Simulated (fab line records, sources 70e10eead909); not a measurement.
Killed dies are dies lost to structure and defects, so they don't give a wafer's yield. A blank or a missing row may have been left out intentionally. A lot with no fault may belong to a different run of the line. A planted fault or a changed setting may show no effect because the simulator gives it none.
Matching of chambers / flow nandHarc / pecvd-04 running NHARC_A_M1_DEP_33: 3 sister chambers
The step deposits SiCN, target thk 30 nm. 6 wafers are shown with their chamber, then 7 later ones without.

== WAFERS PAIRED WITH THEIR CHAMBERS ==
wafer=L076.6; chamber=2; heaterPowerW (W)=549
wafer=L078.2; chamber=2; heaterPowerW (W)=540
wafer=L080.2; chamber=0; heaterPowerW (W)=451
wafer=L080.5; chamber=1; heaterPowerW (W)=494
wafer=L083.2; chamber=0; heaterPowerW (W)=510
wafer=L083.5; chamber=1; heaterPowerW (W)=434

== WAFERS MISSING THEIR CHAMBER ==
wafer=L083.6; heaterPowerW (W)=587
wafer=L089.3; heaterPowerW (W)=561
wafer=L089.5; heaterPowerW (W)=438
wafer=L089.6; heaterPowerW (W)=564
wafer=L092.3; heaterPowerW (W)=507
wafer=L092.4; heaterPowerW (W)=379
wafer=L092.6; heaterPowerW (W)=514

== THE CHAMBER EACH PASSED THROUGH ==
wafer=L083.6; from the rows above=can't be placed: 2 or 0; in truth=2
wafer=L089.3; from the rows above=can't be placed: 2 or 0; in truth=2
wafer=L089.5; from the rows above=can't be placed: 1 or 0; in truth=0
wafer=L089.6; from the rows above=can't be placed: 2 or 0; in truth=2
wafer=L092.3; from the rows above=can't be placed: 0 or 2 or 1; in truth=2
wafer=L092.4; from the rows above=can't be placed: 1 or 0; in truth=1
wafer=L092.6; from the rows above=can't be placed: 2 or 0 or 1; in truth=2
Correct placement for 0 of the 7. Unplaceable from these rows: 7, with the true chamber sitting among the candidates in 7. Placed wrongly: 0.
How it was worked out, from the rows above alone: a wafer's distance from a chamber is the root of the sum, over the readings, of the square of ((its reading less the chamber's mean) divided by the reading's scatter). If the next closest chamber is less than 2 further off than the closest, the wafer can't be placed; otherwise it belongs to the closest. For every chamber, the mean is computed from those of its wafers that are shown. The scatter: the root of (the sum of the squares of (reading less its chamber's mean) over the shown wafers, divided by (wafers less chambers)).
